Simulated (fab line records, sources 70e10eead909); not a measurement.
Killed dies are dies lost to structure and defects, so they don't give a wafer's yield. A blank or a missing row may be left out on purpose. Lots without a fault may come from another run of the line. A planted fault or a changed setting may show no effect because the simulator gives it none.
One fault seen from 2 desks | flow nand_harc | each desk has only its own numbers; what lay behind them comes last

THE TOOL OWNER'S DESK: arfi_scanner-01
The tool's own readings at NHARC_P_M0_EXPOSE_06 (exposes mask P M0, target cd 90 nm): means of the sampled wafers that have a number, for each lot that ran on this tool. A lot is out of limits, marked OUT, if its mean lies more than 4 standard deviations from the usual mean; the brackets give that distance.
Columns: A = exposure_dose_mJ_cm2 at NHARC_P_M0_EXPOSE_06, usual 81.30
lot  | first seen here | A
L420 | day 6 19:16     | 81.29
L423 | day 8 03:09     | 81.30
L424 | day 8 15:20     | 81.33
L433 | day 12 02:05    | 61.18 (-99 or more) OUT
L432 | day 12 03:03    | 65.18 (-99 or more) OUT
This desk's finding: out of limits on L432, L433; first on L433, day 12 02:05 (exposure_dose_mJ_cm2 at NHARC_P_M0_EXPOSE_06). In limits: L420, L423, L424.

THE METROLOGY DESK
What the gauges read, lot by lot, whatever tool the lot ran on: means of the sampled wafers that have a number. A lot is out of limits, marked OUT, if its mean lies more than 4 standard deviations from the usual mean; the brackets give that distance.
Columns: A = cd_nm at NHARC_P_CONTACT_CD_MEAS_19, usual 89.8 nm; B = cd_nm at NHARC_P_M0_CD_MEAS_09, usual 90.0 nm; C = cd_nm at NHARC_P_M0_CD_MEAS_16, usual 90.1 nm
lot  | first seen here | A    | B              | C
L418 | day 6 02:32     | 90.4 | 89.7           | 89.2
L419 | day 6 07:01     | 89.7 | 89.6           | 90.1
L420 | day 6 16:17     | 89.8 | 91.2           | 91.3
L421 | day 7 02:59     | 89.7 | 89.6           | 89.8
L422 | day 7 21:11     | 89.4 | 89.5           | 89.6
L423 | day 8 00:10     | 89.6 | 89.8           | 90.1
L424 | day 8 12:25     | 91.1 | 90.0           | 90.0
L426 | day 9 10:47     | 89.6 | 90.4           | 90.8
L433 | day 11 23:02    | 90.5 | 72.6 (-33) OUT | 72.8 (-28) OUT
L432 | day 12 00:10    | 90.0 | 76.1 (-26) OUT | 76.3 (-23) OUT
L436 | day 13 18:43    | 90.6 | 89.9           | 89.7
L437 | day 14 03:05    | 90.0 | 90.4           | 90.7
L438 | day 14 14:29    | 91.1 | 89.9           | 89.9
L440 | day 15 00:17    | 90.3 | 89.8           | 90.0
This desk's finding: out of limits on L432, L433; first on L433, day 12 02:13 (cd_nm at NHARC_P_M0_CD_MEAS_09). In limits: L418, L419, L420, L421, L422, L423, L424, L426, L436, L437, L438, L440.

PUT TOGETHER
The tool owner's desk could have raised an alarm at day 12 02:05, on L432, L433.
The metrology desk could have raised an alarm at day 12 02:13, on L432, L433.
Of the lots named, all ran NHARC_P_M0_EXPOSE_06 on arfi_scanner-01.

WHAT THE SIMULATOR HAD PUT IN
Process parameter drift: arfi_scanner-01, from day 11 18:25 on, at NHARC_P_M0_EXPOSE_06. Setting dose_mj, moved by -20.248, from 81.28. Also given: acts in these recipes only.
Lots struck among those shown: L432, L433.
Hours from the fault's start to each desk's first reading out of limits: the tool owner's desk, 8; the metrology desk, 8.
